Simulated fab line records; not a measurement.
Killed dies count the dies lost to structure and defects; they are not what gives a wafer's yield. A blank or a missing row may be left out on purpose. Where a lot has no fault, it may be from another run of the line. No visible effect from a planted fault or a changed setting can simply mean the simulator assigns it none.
Comparing a struck lot with a sound one ; flow nand-harc ; 16 out of 1159 route steps
Sound: wafers L799.2, L799.4, L799.5. The struck wafers were L809.1, L809.2, L809.5. At the end, the cause is stated.
Each step with rows lists, per side, the tool, then ch with its chambers, then its first start. Under that, the readings that differ: sound wafers ; struck wafers ; difference of the means ; sigmas: that difference in standard deviations of wafers without a fault.
alike: words and numbers the same on both sides, and readings whose means are apart by under 2 such deviations; not compared: readings that were withheld, readings missing a value for some wafer, numbers with overlapping values and no deviation given by the record, and bounds like >300 which may hide the same value.
A row with sigmas, a row that says differs or no value, or rows on one side alone: a step with any of these is where the two part. When numbers do not overlap yet have no deviation, they are printed without sigmas and do not part them. Lack of a reading on every wafer of one side parts them only where that side has two or more wafers.

NHARC_A_M1_INSPECT_11:
  struck on defect-inspect-02, day 20 08:55; sound on defect-inspect-01, day 18 04:56
  alike: raw-defect-count
NHARC_A_M1_DESCUM_14: chemistry O2, time 3 s.
  sound on rie-diel-05 ch 0,1,3, day 18 05:01; struck on rie-diel-12 ch 0,2,3, day 20 08:58
  alike: drypump-motor-current-A, oes-product-au, rf-vpp-V, showerhead-plenum-p-Torr, throttle-valve-pct
  not compared: rf-hours-counter-h
NHARC_A_M1_ETCH_35: etches the open film in N2/H2, target depth 40 nm, overetch 12 nm, time 43.94 s.
  sound on rie-diel-05 ch 0,3, day 18 05:05; struck on rie-diel-12 ch 1,2,3, day 20 09:04
  alike: drypump-motor-current-A, oes-product-au, rf-vpp-V, showerhead-plenum-p-Torr, throttle-valve-pct
  not compared: rf-hours-counter-h
then, 1 step without rows for these wafers: NHARC_A_M1_ETCH_15 (etches the open film in C4F8/Ar, target depth 182.5 nm, time 91.2 s).
NHARC_A_M1_CD_MEAS_16:
  struck on cd-sem-03, day 20 09:16; sound on cd-sem-02, day 18 05:18
  alike: cd-nm
then, 3 steps without rows for these wafers: NHARC_A_M1_STRIP_18 (strips in N2/H2); NHARC_A_M1_ETCH_28 (etches the open film in CF4/N2, target depth 30 nm, time 72.99 s); NHARC_A_M1_STRIP_19 (strips in post etch residue remover, time 600 s).
NHARC_A_M1_DEGAS_29: time 60 s.
  struck on pvd-sputter-02, day 20 09:59; sound on pvd-sputter-03, day 18 06:02
  alike: heater-power-w
NHARC_A_M1_PRE_CLEAN_30: time 30 s.
  sound on pvd-sputter-03; struck on pvd-sputter-02
  alike: heater-power-w
then, 2 steps without rows for these wafers: NHARC_A_M1_PVD_20 (deposits TaN, target thk 5 nm, time 8.06 s); NHARC_A_M1_PVD_21 (deposits Cu, target thk 30 nm, time 20.49 s).
NHARC_A_M1_ECD_22: material Cu, target thk 400 nm.
  sound on ecd-cu-01 ch 1, day 18 06:23; struck on ecd-cu-01 ch 0,1, day 20 10:21
NHARC_A_M1_ANNEAL_31: time 90 s.
  sound on rtp-anneal-02 ch 0, day 18 06:50; struck on rtp-anneal-02 ch 0, day 20 10:43
  alike: wafer_temp_C_max
NHARC_A_M1_CMP_23: polishes, t overpolish 20 s, target thk 154.34 nm.
  sound on cmp-01 ch 1,2,3, day 18 07:07; struck on cmp-02 ch 0,3, day 20 11:04
reading;sound;struck;difference;sigmas
time-to-endpoint-s (s);33 34 29;51 45 48;+16;+4
  alike: motor-current-A
NHARC_A_M1_THK_MEAS_24: measures by xrf.
  struck on film-metro-01, day 20 11:23; sound on film-metro-02, day 18 07:26
  alike: thk-nm

WHERE THEY PART
Within this record, at NHARC_A_M1_CMP_23 only. Later steps at which nothing parts them and some readings are alike: NHARC_A_M1_THK_MEAS_24.

WHY: what had been put in by the simulator
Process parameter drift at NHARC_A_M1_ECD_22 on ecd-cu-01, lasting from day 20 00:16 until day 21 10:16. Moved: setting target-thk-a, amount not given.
